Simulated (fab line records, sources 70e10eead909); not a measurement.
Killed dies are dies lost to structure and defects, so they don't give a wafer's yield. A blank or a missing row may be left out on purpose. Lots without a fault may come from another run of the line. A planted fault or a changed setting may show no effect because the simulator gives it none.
Which tool did it? | flow nand_harc | 24 lots, 72 wafers sampled, at 3 steps of a route of 1302

WHAT THE GAUGES READ, wafer by wafer
NHARC_A_WL_FILL_INSPECT_15.
lot  | measured     | on                | raw_defect_count
L074 | day 21 00:10 | defect_inspect-02 | 402 400 494
L075 | day 21 18:16 | defect_inspect-02 | 534 876 500
L079 | day 22 09:15 | defect_inspect-01 | 449 449 384
L077 | day 22 09:14 | defect_inspect-02 | 423 632 540
L078 | day 22 15:31 | defect_inspect-01 | 405 387 428
L076 | day 22 15:31 | defect_inspect-02 | 524 432 475
L080 | day 23 15:51 | defect_inspect-01 | 435 646 417
L082 | day 24 03:30 | defect_inspect-01 | 594 552 695
L081 | day 24 03:22 | defect_inspect-02 | 802 542 689
L085 | day 25 18:20 | defect_inspect-02 | 620 668 656
L086 | day 25 23:52 | defect_inspect-01 | 527 543 449
L084 | day 25 23:52 | defect_inspect-02 | 442 432 305
L083 | day 26 08:21 | defect_inspect-02 | 609 611 794
L087 | day 26 12:34 | defect_inspect-02 | 420 418 459
L088 | day 26 22:34 | defect_inspect-01 | 402 542 551
L089 | day 26 22:31 | defect_inspect-02 | 578 398 408
L090 | day 27 22:14 | defect_inspect-02 | 779 1050 748
L092 | day 28 12:06 | defect_inspect-02 | 356 367 253
L091 | day 28 11:58 | defect_inspect-02 | 407 411 389
L093 | day 29 02:35 | defect_inspect-02 | 481 430 481
L094 | day 29 12:41 | defect_inspect-01 | 328 443 395
L095 | day 29 16:58 | defect_inspect-01 | 564 488 553
L096 | day 30 03:07 | defect_inspect-02 | 390 292 444
L097 | day 31 03:43 | defect_inspect-02 | 574 457 755

WHICH TOOL RAN EACH LOT (tool, then ch and the chambers of the sampled wafers, then the start)
lot  | NHARC_A_WL_FILL_CVD_03        | NHARC_A_WL_FILL_ALD_10
L074 | cvd_w-01 ch 0, day 20 07:02   | ald_hk-04 ch 0,1, day 20 13:01
L075 | cvd_w-02 ch 1, day 20 18:53   | ald_hk-03 ch 0,1, day 21 05:03
L079 | cvd_w-01 ch 0,1, day 21 13:13 | ald_hk-03 ch 2,3, day 21 22:45
L077 | cvd_w-02 ch 0,1, day 21 17:12 | ald_hk-04 ch 0,1,3, day 21 22:34
L078 | cvd_w-02 ch 0,1, day 21 20:31 | ald_hk-03 ch 1,2, day 22 04:14
L076 | cvd_w-01 ch 0,1, day 21 22:48 | ald_hk-04 ch 0,1,3, day 22 06:06
L080 | cvd_w-01 ch 0,1, day 22 20:59 | ald_hk-03 ch 0,1, day 23 05:18
L082 | cvd_w-02 ch 0,1, day 23 08:44 | ald_hk-02 ch 0,1,3, day 23 16:38
L081 | cvd_w-02 ch 0,1, day 23 12:43 | ald_hk-04 ch 0,2,3, day 23 17:10
L085 | cvd_w-02 ch 1, day 24 22:46   | ald_hk-02 ch 0,1,3, day 25 06:16
L086 | cvd_w-01 ch 0,1, day 25 06:49 | ald_hk-02 ch 1,2,3, day 25 14:22
L084 | cvd_w-01 ch 0,1, day 25 07:08 | ald_hk-04 ch 0,1,2, day 25 13:22
L083 | cvd_w-01 ch 0,1, day 25 10:25 | ald_hk-02 ch 0,1,2, day 25 21:08
L087 | cvd_w-02 ch 1, day 25 18:27   | ald_hk-04 ch 1,2,3, day 26 02:30
L088 | cvd_w-01 ch 0,1, day 25 23:46 | ald_hk-04 ch 0,2,3, day 26 11:35
L089 | cvd_w-01 ch 0,1, day 26 05:11 | ald_hk-02 ch 0,3, day 26 11:19
L090 | cvd_w-02 ch 0,1, day 27 05:08 | ald_hk-04 ch 0,1, day 27 11:10
L092 | cvd_w-01 ch 0,1, day 27 18:55 | ald_hk-03 ch 2,3, day 28 00:35
L091 | cvd_w-01 ch 0,1, day 27 19:16 | ald_hk-02 ch 0,1,2, day 28 00:35
L093 | cvd_w-01 ch 0,1, day 28 09:25 | ald_hk-04 ch 0,1, day 28 15:24
L094 | cvd_w-01 ch 1, day 28 19:25   | ald_hk-03 ch 0,2, day 29 01:58
L095 | cvd_w-01 ch 0,1, day 28 23:16 | ald_hk-04 ch 0,2,3, day 29 06:57
L096 | cvd_w-01 ch 0,1, day 29 07:11 | ald_hk-02 ch 0,2, day 29 15:55
L097 | cvd_w-01 ch 0,1, day 30 07:07 | ald_hk-04 ch 0,1,2, day 30 17:09
- NHARC_A_WL_FILL_CVD_03: deposits W, target thk 40 nm, time 279 s.
- NHARC_A_WL_FILL_ALD_10: deposits SiO2, target thk 50 nm, pulse time 10 s, ald cycles 500.

WHAT THE TOOLS THEMSELVES READ (means of the sampled wafers that have a number; where no wafer has one, the mark that the record gives instead)
NHARC_A_WL_FILL_CVD_03.
lot  | tool     | heater_power_w (W) | mfc_ar_sccm (sccm) | throttle_valve_pct (%)
L074 | cvd_w-01 | 501                | 1562               | 7.8
L075 | cvd_w-02 | 574                | 1558               | 7.6
L079 | cvd_w-01 | 491                | 1559               | 8.0
L077 | cvd_w-02 | 514                | 1556               | 7.8
L078 | cvd_w-02 | 555                | 1556               | 7.7
L076 | cvd_w-01 | 491                | 1561               | 7.8
L080 | cvd_w-01 | 498                | 1559               | 8.0
L082 | cvd_w-02 | 557                | 1557               | 8.0
L081 | cvd_w-02 | 544                | 1561               | 7.8
L085 | cvd_w-02 | 574                | 1563               | 7.5
L086 | cvd_w-01 | 506                | 1560               | 7.8
L084 | cvd_w-01 | 509                | 1560               | 7.7
L083 | cvd_w-01 | 495                | 1560               | 7.7
L087 | cvd_w-02 | 586                | 1562               | 7.6
L088 | cvd_w-01 | 524                | 1560               | 7.7
L089 | cvd_w-01 | 513                | 1556               | 7.7
L090 | cvd_w-02 | 545                | 1561               | 7.6
L092 | cvd_w-01 | 499                | 1561               | 7.9
L091 | cvd_w-01 | 496                | 1563               | 7.9
L093 | cvd_w-01 | 501                | 1564               | 7.8
L094 | cvd_w-01 | 487                | 1557               | 7.9
L095 | cvd_w-01 | 513                | 1561               | 7.8
L096 | cvd_w-01 | 512                | 1559               | 7.6
L097 | cvd_w-01 | 513                | 1556               | 7.8

NHARC_A_WL_FILL_ALD_10.
lot  | tool      | heater_power_w (W) | precursor_pulse_height_rel
L074 | ald_hk-04 | 417                | 0.995
L075 | ald_hk-03 | 510                | 0.993
L079 | ald_hk-03 | 407                | 1.016
L077 | ald_hk-04 | 444                | 1.014
L078 | ald_hk-03 | 508                | 0.969
L076 | ald_hk-04 | 443                | 0.990
L080 | ald_hk-03 | 501                | 1.011
L082 | ald_hk-02 | 453                | 1.017
L081 | ald_hk-04 | 428                | 1.015
L085 | ald_hk-02 | 458                | 0.982
L086 | ald_hk-02 | 448                | 1.007
L084 | ald_hk-04 | 408                | 0.992
L083 | ald_hk-02 | 460                | 0.995
L087 | ald_hk-04 | 442                | 1.016
L088 | ald_hk-04 | 437                | 1.021
L089 | ald_hk-02 | 404                | 1.019
L090 | ald_hk-04 | 410                | 0.970
L092 | ald_hk-03 | 420                | 1.015
L091 | ald_hk-02 | 468                | 0.998
L093 | ald_hk-04 | 409                | 1.008
L094 | ald_hk-03 | 507                | 1.006
L095 | ald_hk-04 | 454                | 0.993
L096 | ald_hk-02 | 440                | 0.972
L097 | ald_hk-04 | 406                | 0.987

THE ANSWER, worked out from the rows above alone
Rule: what is usual is taken from the lots themselves. Put in order of their means at a reading, lots are off if they are a third of the lots or fewer, leave a main group of 4 or more, and stand apart from it by a gap of 3 or more times the standard deviation of the main group's means; of several such gaps the widest counts. A main group whose means are all the same, to the digits that the tables above print for the reading, isn't used. A lot without any number at a reading at which 4 lots or more have one is off too. The other lots that the step has rows for count as sound. The gauges are gone through in route order, then the tools' own readings, and for those a lot's mean is taken as printed above. The first step at which some lot is off is used, and at that step the reading that is off furthest; a lot without a number counts as furthest.
No lot is off at any reading shown: from this, nothing can be told.

WHAT THE SIMULATOR HAD PUT IN
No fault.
